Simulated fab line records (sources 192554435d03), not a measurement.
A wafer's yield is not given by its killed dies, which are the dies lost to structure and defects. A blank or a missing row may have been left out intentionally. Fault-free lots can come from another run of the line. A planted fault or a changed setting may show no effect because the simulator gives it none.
Matching of chambers    flow n5Finfet    N5_BEOL_M8_CURE_75 on uvCure-01: 3 sister chambers
The step cures SiCOH lowk, time 120 s. 3 wafers are shown with their chamber, then 8 later ones without.

EACH WAFER AND ITS CHAMBER
wafer   chamber  wafer_temp_C_max
L076.6  2        371.0
L080.6  0        372.8
L088.3  1        371.2

WAFERS WHOSE CHAMBER IS MISSING
wafer   wafer_temp_C_max
L088.4  371.2
L088.5  371.1
L089.3  371.0
L089.5  371.0
L089.6  370.8
L096.3  371.4
L096.4  371.0
L096.5  371.2

THE CHAMBER EACH PASSED THROUGH
wafer   from the rows above      in truth
L088.4  can't be placed: 1 or 2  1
L088.5  can't be placed: 1 or 2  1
L089.3  can't be placed: 2 or 1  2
L089.5  can't be placed: 2 or 1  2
L089.6  can't be placed: 2 or 1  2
L096.3  can't be placed: 1 or 2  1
L096.4  can't be placed: 2 or 1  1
L096.5  can't be placed: 1 or 2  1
Correctly placed: 0 of 8. Not placeable from these rows: 8 (in 8, the candidates include the true chamber). Placed wrongly: 0.
How it was worked out, from the rows above alone: a wafer's distance from a chamber is the root of the sum, over the readings, of the square of ((its reading less the chamber's mean) divided by the reading's scatter). The wafer belongs to the nearest chamber; if the next one is less than 2 further off, it can't be placed. A chamber's mean is the mean of its shown wafers. The scatter (one wafer shown for each chamber): square how far every hidden wafer sits from the nearest shown wafer, average those squares and take the square root.
